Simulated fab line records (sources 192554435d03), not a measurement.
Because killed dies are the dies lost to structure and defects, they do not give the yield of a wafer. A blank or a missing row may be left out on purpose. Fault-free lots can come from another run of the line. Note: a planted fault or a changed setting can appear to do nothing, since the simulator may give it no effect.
Chamber matching || flow n5 finfet || N5_BEOL_M10_ETCH_66 on rie diel-06 has 4 sister chambers
The step etches SOC in N2/H2, target depth 120 nm, overetch 24 nm, time 180 s. 20 wafers are shown with their chamber, then 10 later ones without.

WAFERS WITH THEIR CHAMBER
{"wafer": "L074.2", "chamber": 2, "drypump motor current A (A)": 5.1, "showerhead plenum p Torr (Torr)": 2.68, "oes product au (a.u.)": 0.62}
{"wafer": "L074.3", "chamber": 1, "drypump motor current A (A)": 4.8, "showerhead plenum p Torr (Torr)": 2.50, "oes product au (a.u.)": 0.56}
{"wafer": "L074.5", "chamber": 2, "drypump motor current A (A)": 5.1, "showerhead plenum p Torr (Torr)": 2.68, "oes product au (a.u.)": 0.63}
{"wafer": "L077.1", "chamber": 0, "drypump motor current A (A)": 6.3, "showerhead plenum p Torr (Torr)": 2.51, "oes product au (a.u.)": 0.76}
{"wafer": "L077.3", "chamber": 3, "drypump motor current A (A)": 5.9, "showerhead plenum p Torr (Torr)": 2.56, "oes product au (a.u.)": 0.62}
{"wafer": "L077.6", "chamber": 0, "drypump motor current A (A)": 6.2, "showerhead plenum p Torr (Torr)": 2.51, "oes product au (a.u.)": 0.76}
{"wafer": "L081.2", "chamber": 3, "drypump motor current A (A)": 5.9, "showerhead plenum p Torr (Torr)": 2.56, "oes product au (a.u.)": 0.61}
{"wafer": "L081.3", "chamber": 1, "drypump motor current A (A)": 4.8, "showerhead plenum p Torr (Torr)": 2.49, "oes product au (a.u.)": 0.56}
{"wafer": "L081.5", "chamber": 3, "drypump motor current A (A)": 5.9, "showerhead plenum p Torr (Torr)": 2.56, "oes product au (a.u.)": 0.63}
{"wafer": "L079.1", "chamber": 1, "drypump motor current A (A)": 4.8, "showerhead plenum p Torr (Torr)": 2.49, "oes product au (a.u.)": 0.56}
{"wafer": "L079.3", "chamber": 3, "drypump motor current A (A)": 5.9, "showerhead plenum p Torr (Torr)": 2.56, "oes product au (a.u.)": 0.62}
{"wafer": "L079.6", "chamber": 2, "drypump motor current A (A)": 5.1, "showerhead plenum p Torr (Torr)": 2.68, "oes product au (a.u.)": 0.61}
{"wafer": "L084.2", "chamber": 1, "drypump motor current A (A)": 4.8, "showerhead plenum p Torr (Torr)": 2.49, "oes product au (a.u.)": 0.55}
{"wafer": "L084.3", "chamber": 3, "drypump motor current A (A)": 5.9, "showerhead plenum p Torr (Torr)": 2.55, "oes product au (a.u.)": 0.62}
{"wafer": "L084.5", "chamber": 2, "drypump motor current A (A)": 5.1, "showerhead plenum p Torr (Torr)": 2.67, "oes product au (a.u.)": 0.61}
{"wafer": "L086.1", "chamber": 2, "drypump motor current A (A)": 5.1, "showerhead plenum p Torr (Torr)": 2.67, "oes product au (a.u.)": 0.61}
{"wafer": "L086.3", "chamber": 1, "drypump motor current A (A)": 4.8, "showerhead plenum p Torr (Torr)": 2.49, "oes product au (a.u.)": 0.55}
{"wafer": "L086.4", "chamber": 0, "drypump motor current A (A)": 6.3, "showerhead plenum p Torr (Torr)": 2.50, "oes product au (a.u.)": 0.73}
{"wafer": "L089.4", "chamber": 1, "drypump motor current A (A)": 4.8, "showerhead plenum p Torr (Torr)": 2.49, "oes product au (a.u.)": 0.55}
{"wafer": "L089.5", "chamber": 1, "drypump motor current A (A)": 4.8, "showerhead plenum p Torr (Torr)": 2.49, "oes product au (a.u.)": 0.55}

SIGNATURES (averages over the wafers above)
{"reading": "drypump motor current A", "chamber 0": 6.267, "chamber 1": 4.800, "chamber 2": 5.100, "chamber 3": 5.900, "scatter within a chamber": 0.0204}
{"reading": "showerhead plenum p Torr", "chamber 0": 2.5067, "chamber 1": 2.4914, "chamber 2": 2.6760, "chamber 3": 2.5580, "scatter within a chamber": 0.00469}
{"reading": "oes product au", "chamber 0": 0.7500, "chamber 1": 0.5543, "chamber 2": 0.6160, "chamber 3": 0.6200, "scatter within a chamber": 0.00898}
Rule: a wafer lies at a distance from a chamber equal to the root of the sum of squares, over the readings, of (its reading less the chamber's mean, divided by the reading's scatter). The wafer belongs to the nearest chamber; if the next one is less than 2 further off, it can't be placed. The scatter: take each reading less its chamber's mean, square it, sum over the shown wafers, divide by the number of wafers less the number of chambers, and take the root.

WAFERS WITHOUT THEIR CHAMBER
{"wafer": "L089.6", "drypump motor current A (A)": 6.2, "showerhead plenum p Torr (Torr)": 2.50, "oes product au (a.u.)": 0.73}
{"wafer": "L090.1", "drypump motor current A (A)": 5.1, "showerhead plenum p Torr (Torr)": 2.67, "oes product au (a.u.)": 0.60}
{"wafer": "L090.2", "drypump motor current A (A)": 5.9, "showerhead plenum p Torr (Torr)": 2.55, "oes product au (a.u.)": 0.61}
{"wafer": "L090.5", "drypump motor current A (A)": 5.1, "showerhead plenum p Torr (Torr)": 2.67, "oes product au (a.u.)": 0.61}
{"wafer": "L095.1", "drypump motor current A (A)": 5.8, "showerhead plenum p Torr (Torr)": 2.54, "oes product au (a.u.)": 0.60}
{"wafer": "L095.3", "drypump motor current A (A)": 5.1, "showerhead plenum p Torr (Torr)": 2.66, "oes product au (a.u.)": 0.59}
{"wafer": "L095.4", "drypump motor current A (A)": 5.1, "showerhead plenum p Torr (Torr)": 2.66, "oes product au (a.u.)": 0.59}
{"wafer": "L096.1", "drypump motor current A (A)": 4.8, "showerhead plenum p Torr (Torr)": 2.48, "oes product au (a.u.)": 0.74}
{"wafer": "L096.3", "drypump motor current A (A)": 5.9, "showerhead plenum p Torr (Torr)": 2.54, "oes product au (a.u.)": 0.59}
{"wafer": "L096.4", "drypump motor current A (A)": 4.8, "showerhead plenum p Torr (Torr)": 2.48, "oes product au (a.u.)": 0.74}

CHAMBER TAKEN BY EACH
{"wafer": "L089.6", "from the rows above": 0, "in truth": 0}
{"wafer": "L090.1", "from the rows above": 2, "in truth": 2}
{"wafer": "L090.2", "from the rows above": 3, "in truth": 3}
{"wafer": "L090.5", "from the rows above": 2, "in truth": 2}
{"wafer": "L095.1", "from the rows above": 3, "in truth": 3}
{"wafer": "L095.3", "from the rows above": 2, "in truth": 2}
{"wafer": "L095.4", "from the rows above": 2, "in truth": 2}
{"wafer": "L096.1", "from the rows above": 1, "in truth": 1}
{"wafer": "L096.3", "from the rows above": 3, "in truth": 3}
{"wafer": "L096.4", "from the rows above": 1, "in truth": 1}
10 of 10 placed correctly. Number that these rows cannot place: 0. 0 placed wrongly.
